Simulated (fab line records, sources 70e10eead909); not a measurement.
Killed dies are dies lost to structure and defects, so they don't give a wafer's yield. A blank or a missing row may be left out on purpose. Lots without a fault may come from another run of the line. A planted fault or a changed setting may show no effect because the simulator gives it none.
A struck lot beside a sound one | flow nand_harc | 15 steps out of a route of 1302
Sound: wafers L296.3, L296.4, L296.6. Struck: wafer L305.4. (L305.1, L305.3 of the same lot were not struck and are left out.) The cause comes at the end.
At each step with rows: each side's tool, then ch and its chambers, then its first start. Under that, the readings that differ: sound wafers | struck wafers | difference of the means | sigmas: that difference in standard deviations of wafers without a fault.
alike: readings whose means differ by less than 2 such deviations, and words and numbers that are the same on both sides. not compared: withheld readings, readings that some wafer has no value for, bounds like >300 that may hide the same value, and numbers for which the record gives no deviation and whose values overlap.
The two part at a step that has a row with sigmas, a row that says differs or no value, or rows on one side only. Numbers that don't overlap but have no deviation are shown without sigmas and don't part them. A reading that every wafer of one side lacks parts them only if that side has two wafers or more.

NHARC_A_CHANNEL_FILL_D1_ALD_16: deposits SiO2, target thk 1.5 nm, pulse time 10 s, ald cycles 15.
  sound on ald_hk-04 ch 1,3, day 9 12:32; struck on ald_hk-03 ch 2, day 13 21:16
  alike: heater_power_w, precursor_pulse_height_rel, susceptor_temp_C
then, 2 steps without rows for these wafers: NHARC_A_CHANNEL_FILL_D1_ANNEAL_17 (time 1800 s); NHARC_A_CHANNEL_FILL_D1_CVD_18 (deposits poly-Si, target thk 3 nm).
NHARC_A_CHANNEL_FILL_D1_ETCHBACK_19: etches the open film in HBr/Cl2, target depth 5 nm, time 1.7 s.
  sound on rie_si-01 ch 0,2,3, day 10 00:15; struck on rie_si-01 ch 3, day 14 09:16
  alike: drypump_motor_current_A, hbr_flow_sccm, mfc_cl2_sccm, oes_product_au, throttle_valve_pct
  not compared: rf_hours_counter_h
NHARC_A_CHANNEL_FILL_D1_ETCHBACK_20: etches the open film in C4F8/O2/Ar, target depth 27 nm, time 13.5 s.
  sound on rie_diel-04 ch 0,1,2, day 10 00:23; struck on rie_diel-04 ch 0, day 14 09:26
  alike: oes_product_au, rf_vpp_V, run_length_s
  not compared: rf_hours_counter_h
then, 5 steps without rows for these wafers: NHARC_A_CHANNEL_FILL_D1_STRIP_28 (strips in O2, time 20 s); NHARC_A_CHANNEL_FILL_D1_PRECLEAN_21 (cleans in dHF, time 30 s); NHARC_A_CHANNEL_FILL_D1_SRD_23; NHARC_A_CHANNEL_FILL_D1_CVD_05 (deposits poly-Si, target thk 5 nm); NHARC_A_CHANNEL_FILL_D1_ANNEAL_22 (time 7200 s).
NHARC_A_CHANNEL_FILL_D1_THK_MEAS_06: measures by ellipsometry.
  sound on film_metro-02, day 10 11:38; struck on film_metro-01, day 14 21:15
  alike: thk_nm
NHARC_A_CHANNEL_FILL_D1_ALD_25: deposits SiOx, target thk 60 nm, pulse time 10 s, ald cycles 600.
  sound on ald_hk-01 ch 0,1,3, day 10 14:29; struck on ald_hk-04 ch 3, day 14 21:19
  alike: heater_power_w, precursor_pulse_height_rel, susceptor_temp_C
NHARC_A_CHANNEL_FILL_D1_ETCHBACK_08: etches the open film in C4F8, target depth 220 nm, time 110 s.
  sound on rie_diel-04 ch 1,2, day 10 21:13; struck on rie_diel-04 ch 2, day 15 02:50
  reading          | sound             | struck | difference | sigmas
  run_length_s (s) | 131.2 130.7 132.1 | 138.0  | +6.7       | +17
  alike: oes_product_au, rf_vpp_V
  not compared: rf_hours_counter_h
NHARC_A_CHANNEL_FILL_D1_STRIP_29: strips in O2, time 20 s.
  sound on rie_diel-04 ch 0,1,2, day 10 21:24; struck on rie_diel-04 ch 3
  alike: drypump_motor_current_A, oes_product_au, rf_vpp_V, showerhead_plenum_p_Torr, throttle_valve_pct
  not compared: rf_hours_counter_h
-- the record jumps here: 14 days lie between the struck wafers' starts before and after (it left off in module A_CHANNEL_FILL_D1 and takes up again in module END, whose first step shown is number 1302 of the route) --
NHARC_END_SORT_01:
  sound on prober-01 ch 0, day 24 22:06; struck on prober-01 ch 0, day 28 15:55
  reading             | sound    | struck | difference | sigmas
  killed_at_array     | 26 48 27 | 95     | +61        | +4
  killed_at_periphery | 9 4 4    | 0      | -6         | -2
  killed_dies         | 38 53 31 | 95     | +54        | +3
  alike: killed_at_other, killed_open, killed_short

WHERE THEY PART
First at NHARC_A_CHANNEL_FILL_D1_ETCHBACK_08; last, within this record, at NHARC_END_SORT_01.

WHY: what the simulator had put in
Process parameter drift: rie_diel-04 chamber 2, from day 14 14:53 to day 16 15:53, at NHARC_A_CHANNEL_FILL_D1_ETCHBACK_08. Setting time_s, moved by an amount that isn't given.
